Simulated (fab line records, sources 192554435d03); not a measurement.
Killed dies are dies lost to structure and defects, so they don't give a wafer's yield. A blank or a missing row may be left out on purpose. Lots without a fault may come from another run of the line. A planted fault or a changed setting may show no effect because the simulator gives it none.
Chamber matching | flow n5_finfet | N5_HKMG_FIN_ALD_71 on ald_metal-02: 4 sister chambers
The step deposits TiN, target thk 1 nm, pulse time 1 s, purge time 3 s. 4 wafers are shown with their chamber, then 7 later ones without.

WAFERS WITH THEIR CHAMBER
wafer  | chamber | heater_power_w (W)
L074.6 | 0       | 949
L078.3 | 3       | 901
L082.3 | 2       | 945
L082.5 | 1       | 909

WAFERS WITHOUT THEIR CHAMBER
wafer  | heater_power_w (W)
L082.6 | 970
L096.2 | 894
L096.3 | 962
L096.4 | 954
L097.2 | 966
L097.4 | 907
L097.5 | 954

WHICH CHAMBER EACH WENT THROUGH
wafer  | from the rows above     | in truth
L082.6 | can't be placed: 0 or 2 | 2
L096.2 | can't be placed: 3 or 1 | 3
L096.3 | can't be placed: 0 or 2 | 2
L096.4 | can't be placed: 0 or 2 | 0
L097.2 | can't be placed: 0 or 2 | 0
L097.4 | can't be placed: 1 or 3 | 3
L097.5 | can't be placed: 0 or 2 | 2
Placed correctly: 0 of 7. Can't be placed from these rows: 7 (the true chamber is among the candidates in 7). Placed wrongly: 0.
How it was worked out, from the rows above alone: a wafer's distance from a chamber is the root of the sum, over the readings, of the square of ((its reading less the chamber's mean) divided by the reading's scatter). The wafer belongs to the nearest chamber; if the next one is less than 2 further off, it can't be placed. A chamber's mean is the mean of its shown wafers. The scatter: with one shown wafer a chamber, the root of the mean of the squares of how far each hidden wafer lies from its nearest shown one.
